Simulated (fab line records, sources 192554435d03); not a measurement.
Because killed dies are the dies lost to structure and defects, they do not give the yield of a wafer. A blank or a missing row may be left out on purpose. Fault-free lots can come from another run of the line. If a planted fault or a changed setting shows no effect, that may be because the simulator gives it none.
3 desks looking at one fault -- flow n5-finfet -- what lay behind the numbers comes last; until then each desk has only its own

## FROM THE METROLOGY DESK
Means of the sampled wafers that have a number, per lot and without regard to the tool the lot ran on: this is what the gauges read. If a lot's mean is further than 4 standard deviations from the usual mean, the lot is out of limits and carries the mark OUT (the distance appears in the brackets).
Columns: A = cd-nm at N5_BEOL_M8_CD_MEAS_28, usual 40.06 nm; B = V7_OVL at N5_BEOL_M8_OVL_MEAS_29, usual -0.2 nm
lot,first seen here,A,B
L951,day 11 17:09,40.19,0.1
L952,day 11 22:00,40.08,0.5
L954,day 12 16:47,39.95,-0.9
L958,day 12 16:50,40.53,-0.0
L956,day 12 20:14,39.83,0.2
L965,day 15 14:32,40.14,-0.2
Result from this desk: across the 6 lots, nothing is out of limits.

## THE DEFECT DESK
Counts from the inspections along the route, per lot, as means over the sampled wafers that have a number. If a lot's mean is further than 4 standard deviations from the usual mean, the lot is out of limits and carries the mark OUT (the distance appears in the brackets).
Columns: A = raw-defect-count at N5_BEOL_M8_INSPECT_30, usual 413
lot,first seen here,A
L951,day 11 17:14,425
L952,day 11 22:05,398
L954,day 12 16:52,342
L958,day 12 16:55,446
L956,day 12 20:19,431
L965,day 15 14:37,527
Result from this desk: across the 6 lots, nothing is out of limits.

## THE TOOL OWNER'S DESK: rie-diel-05
The tool's own readings at N5_BEOL_M8_DESCUM_33 (chemistry O2, time 7 s): means of the sampled wafers that have a number, for each lot that ran on this tool. If a lot's mean is further than 4 standard deviations from the usual mean, the lot is out of limits and carries the mark OUT (the distance appears in the brackets).
Columns: A = drypump-motor-current-A at N5_BEOL_M8_DESCUM_33, usual 5.9 A; B = oes-product-au at N5_BEOL_M8_DESCUM_33, usual 0.79 a.u.; C = rf-vpp-V at N5_BEOL_M8_DESCUM_33, usual 243.9 V; D = showerhead-plenum-p-Torr at N5_BEOL_M8_DESCUM_33, usual 2.14 Torr; E = throttle-valve-pct at N5_BEOL_M8_DESCUM_33, usual 20.4 %
lot,first seen here,A,B,C,D,E
L952,day 11 22:07,5.8,0.78,243.1,2.14,20.4
L958,day 12 16:59,5.9,0.75,244.8,2.20,20.8
L956,day 12 20:21,6.1,0.77,245.6,2.19,20.1
Result from this desk: across the 3 lots, nothing is out of limits.

## ALL TOGETHER
The metrology desk saw nothing out of limits.
Nothing the defect desk looked at was out of limits.
The tool owner's desk saw nothing out of limits.

## WHAT THE SIMULATOR HAD PUT IN
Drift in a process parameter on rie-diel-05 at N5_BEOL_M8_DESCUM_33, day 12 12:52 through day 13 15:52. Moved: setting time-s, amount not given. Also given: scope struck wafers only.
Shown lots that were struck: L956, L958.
